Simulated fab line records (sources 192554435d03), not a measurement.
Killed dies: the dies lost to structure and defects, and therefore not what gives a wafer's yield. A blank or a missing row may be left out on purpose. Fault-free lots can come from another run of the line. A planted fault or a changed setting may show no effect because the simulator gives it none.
Split-lot trial ; flow n5-finfet ; 7 lots, 39 wafers read, on a route of 1938 steps

THE SPLIT
At N5_BEOL_M4_DEP_57 (deposits SiCN from 3MS/NH3, target thk 8 nm, time 14 s), the setting time-s was moved away from the recipe's 14 s on 15 of the 39 wafers read, by -48.4% to +56.8%. All remaining wafers had this setting at the recipe value.

The reading is taken at the split's own step.

THE READING
SiCN_of_BEOL_M4_DEP_57.thk-nm (the simulator's own value, which no gauge read), in nm, at N5_BEOL_M4_DEP_57 (deposits SiCN from 3MS/NH3, target thk 8 nm, time 14 s). The file gives no usual value for it. Average 8.0 nm, standard deviation 0.14 nm, over the 24 wafers here run with the recipe.

wafer;tool, chamber at the split;time-s as run, s;against the recipe;SiCN_of_BEOL_M4_DEP_57.thk-nm, nm;against lot-mates on the recipe
L079.2;pecvd-01, 1;14;recipe;7.8;-
L079.3;pecvd-01, 0;14;recipe;8;-
L079.5;pecvd-01, 0;14;recipe;8;-
L083.1;pecvd-04, 1,0,0;17.34;+23.9%;9.8;+1.9
L083.3;pecvd-04, 1,0,0;17.34;+23.9%;9.8;+1.9
L083.4;pecvd-04, 1,0,0;17.34;+23.9%;9.8;+1.9
L083.2;pecvd-04, 2,1;14;recipe;8;-
L083.5;pecvd-04, 2,1;14;recipe;8;-
L083.6;pecvd-04, 2;14;recipe;7.8;-
L084.1;pecvd-03, 1;8.25;-41.1%;4.6;-3.4
L084.2;pecvd-03, 0;14;recipe;8;-
L084.3;pecvd-03, 1,0;8.25;-41.1%;4.8;-3.2
L084.5;pecvd-03, 1,0;8.25;-41.1%;4.8;-3.2
L084.4;pecvd-03, 0;14;recipe;8.2;-
L084.6;pecvd-03, 1;14;recipe;7.8;-
L085.1;pecvd-01, 0,2,2,0;14;recipe;8;-
L085.3;pecvd-01, 0,2,2,0;14;recipe;8;-
L085.5;pecvd-01, 0,2,2,0;14;recipe;8;-
L085.6;pecvd-01, 0,2,2,0;14;recipe;8;-
L085.2;pecvd-01, 1;14;recipe;7.8;-
L085.4;pecvd-01, 1;14;recipe;7.8;-
L088.1;pecvd-04, 1;14;recipe;8.2;-
L088.2;pecvd-04, 2;21.95;+56.8%;12.6;+4.5
L088.3;pecvd-04, 0,1;14;recipe;8;-
L088.5;pecvd-04, 0,1;14;recipe;8;-
L088.4;pecvd-04, 2;21.95;+56.8%;12.8;+4.7
L088.6;pecvd-04, 0;21.95;+56.8%;12.4;+4.3
L087.1;pecvd-04, 0;14;recipe;8;-
L087.4;pecvd-04, 0;14;recipe;8;-
L087.2;pecvd-04, 1,2,1;7.227;-48.4%;4.2;-3.9
L087.3;pecvd-04, 1,2,1;7.227;-48.4%;4.2;-3.9
L087.5;pecvd-04, 1,2,1;7.227;-48.4%;4.2;-3.9
L087.6;pecvd-04, 2;14;recipe;8.2;-
L092.1;pecvd-04, 1;14;recipe;7.6;-
L092.2;pecvd-04, 2;14;recipe;7.8;-
L092.3;pecvd-04, 0,1;8.392;-40.1%;4.6;-3.2
L092.5;pecvd-04, 0,1;8.392;-40.1%;4.6;-3.2
L092.4;pecvd-04, 0;14;recipe;8;-
L092.6;pecvd-04, 2;8.392;-40.1%;4.8;-3.0
The file does not say which wafer passed through which chamber wherever a row lists several chambers: such a row stands for several wafers.

THE FIT
A straight line over all 39 wafers: SiCN_of_BEOL_M4_DEP_57.thk-nm changes by +0.08 nm for each +1% of time-s; r = +1.00; the points scatter about the line by 0.14 nm.
The same after taking each lot's own level away (the mean of its wafers on the recipe; 39 wafers): +0.0794 nm for each +1%; r = +1.00; scatter 0.11 nm.
Per that fit: largest time-s move, reading shift of 4.5 nm.
The lots' own levels span 7.80 to 8.07 nm, that is 1.9 times the standard deviation above.
Hence the lot-to-lot level has little effect on the slope; both slopes agree.
Check: +4.51 nm against its lot-mates is what the line predicts for one of the wafers moved furthest among these (+56.8%) when that wafer is left out of the fit. It came out at +4.53 nm against them.

THESE WAFERS: OTHER SPLITS
These wafers also went through other splits before the reading. Each is held against what the fit with the lots' levels taken away leaves over:
other split on the same wafers;wafers away from the commonest value;r with SiCN_of_BEOL_M4_DEP_57.thk-nm (lot level and that fit taken away)
N5_BEOL_M4_TRENCH_ETCH_37 target-depth-a;12;+0.11

THE FILE'S OWN FIT
SiCN_of_BEOL_M4_DEP_57.thk-nm changes by +0.0794 nm for each +1% of time-s, r = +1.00.
